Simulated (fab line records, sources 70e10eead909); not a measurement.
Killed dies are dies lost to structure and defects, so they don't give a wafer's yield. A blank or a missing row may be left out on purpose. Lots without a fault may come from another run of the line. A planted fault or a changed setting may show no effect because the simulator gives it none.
Chamber matching | flow nand_harc | NHARC_P_M0_DEP_32 on pecvd-03: 3 sister chambers
The step deposits SiCN, target thk 30 nm. 6 wafers are shown with their chamber, then 7 later ones without.

WAFERS WITH THEIR CHAMBER
wafer  | chamber | heater_power_w (W)
L088.1 | 0       | 652
L088.3 | 2       | 502
L088.4 | 0       | 648
L088.6 | 1       | 612
L089.3 | 2       | 502
L089.4 | 1       | 596

WAFERS WITHOUT THEIR CHAMBER
wafer  | heater_power_w (W)
L089.5 | 511
L092.3 | 535
L092.4 | 695
L092.5 | 550
L093.2 | 554
L093.3 | 681
L093.4 | 686

WHICH CHAMBER EACH WENT THROUGH
wafer  | from the rows above     | in truth
L089.5 | 2                       | 2
L092.3 | 2                       | 2
L092.4 | 0                       | 0
L092.5 | can't be placed: 2 or 1 | 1
L093.2 | can't be placed: 1 or 2 | 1
L093.3 | 0                       | 0
L093.4 | 0                       | 0
Placed correctly: 5 of 7. Can't be placed from these rows: 2 (the true chamber is among the candidates in 2). Placed wrongly: 0.
How it was worked out, from the rows above alone: a wafer's distance from a chamber is the root of the sum, over the readings, of the square of ((its reading less the chamber's mean) divided by the reading's scatter). The wafer belongs to the nearest chamber; if the next one is less than 2 further off, it can't be placed. A chamber's mean is the mean of its shown wafers. The scatter: the root of (the sum of the squares of (reading less its chamber's mean) over the shown wafers, divided by (wafers less chambers)).
